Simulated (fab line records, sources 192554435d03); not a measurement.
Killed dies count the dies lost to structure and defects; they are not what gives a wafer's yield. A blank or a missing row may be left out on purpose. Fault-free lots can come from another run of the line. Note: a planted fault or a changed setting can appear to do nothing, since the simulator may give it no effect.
2 desks, one fault ; flow n5_finfet ; each desk holds nothing but its own numbers, with what lay behind them at the end

== AT THE TOOL OWNER'S DESK: laser_anneal-01 ==
Per lot that ran on this tool, the mean of the sampled wafers carrying a number, from the tool's own readings at N5_SD_ACTIVATION_LSA_01 (time 0.0008 s). A lot is out of limits, marked OUT, if its mean lies more than 4 standard deviations from the usual mean; the brackets give that distance.
Columns: A = wafer_temp_C_max at N5_SD_ACTIVATION_LSA_01, usual 1084.8
lot;first seen here;A
L327;day 3 20:55;1084.0
L331;day 4 16:29;1083.6
L335;day 5 18:19;1083.7
L337;day 6 03:42;1083.9
L341;day 7 06:17;1045.3 (-30) OUT
L343;day 7 18:31;1046.4 (-30) OUT
This desk's finding: out of limits on L341, L343; first on L341, day 7 06:17 (wafer_temp_C_max at N5_SD_ACTIVATION_LSA_01). Within limits: L327, L331, L335, L337.

== METROLOGY DESK ==
What the gauges read, lot by lot, whatever tool the lot ran on: means of the sampled wafers that have a number. A lot is out of limits, marked OUT, if its mean lies more than 4 standard deviations from the usual mean; the brackets give that distance. Shown are 7 of the 18 readings it has, namely the first that went out of limits plus those furthest out on some lot.
Columns: A = RS_SD_N at N5_SD_ACTIVATION_RS_MEAS_03, usual 21.8 ohm/sq; B = IOFF_N at N5_BEOL_M4_RC_MEAS_101, usual 0.154 nA/um; C = IOFF_P at N5_BEOL_M4_RC_MEAS_101, usual 0.21 nA/um; D = RC_DENSE_N at N5_BEOL_M4_RC_MEAS_101, usual 18.9 ohm.um; E = RC_N at N5_BEOL_M4_RC_MEAS_101, usual 15.46 ohm.um; F = REXT_N at N5_BEOL_M4_RC_MEAS_101, usual 75.1 ohm.um; G = RS_SD_N at N5_BEOL_M4_RC_MEAS_101, usual 28.3 ohm/sq
lot;first seen here;A;B;C;D;E;F;G
L327;day 3 21:07;22.0;0.203;0.27;18.9;15.38;74.1;28.5
L331;day 4 16:42;21.5;0.151;0.23;19.0;15.52;76.1;28.0
L334;day 5 13:47;21.6;0.146;0.20;19.4;15.85;73.2;28.0
L335;day 5 18:29;21.8;0.165;0.20;18.7;15.34;75.3;28.1
L336;day 5 21:38;21.5;0.147;0.22;18.7;15.36;74.9;27.6
L337;day 6 03:53;21.5;0.130;0.18;18.6;15.26;76.4;27.9
L338;day 6 15:52;21.5;0.140;0.18;19.2;15.75;76.9;28.1
L341;day 7 06:30;26.0 (+14) OUT;0.127;0.21;22.5 (+9.8) OUT;18.38 (+10) OUT;82.0;33.0 (+11) OUT
L343;day 7 18:43;26.3 (+15) OUT;0.162;0.21;22.5 (+9.7) OUT;18.39 (+10) OUT;83.9 (+4.9) OUT;33.2 (+12) OUT
Finding of this desk: L341, L343 out of limits, first seen on L341 at day 7 06:30 (RS_SD_N at N5_SD_ACTIVATION_RS_MEAS_03). Within limits: L327, L331, L334, L335, L336, L337, L338.

== PUT TOGETHER ==
At day 7 06:17, on L341, L343, the tool owner's desk was in a position to raise an alarm.
On L341, L343, the metrology desk was in a position to raise an alarm at day 7 06:30.
Every lot named ran N5_SD_ACTIVATION_LSA_01 on laser_anneal-01.

== WHAT THE SIMULATOR PUT IN ==
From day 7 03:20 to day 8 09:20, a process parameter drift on laser_anneal-01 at N5_SD_ACTIVATION_LSA_01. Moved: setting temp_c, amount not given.
Struck lots among those shown: L341, L343.
Time in hours from fault onset to the first out-of-limits reading at each desk: tool owner's desk 3, metrology desk 3.
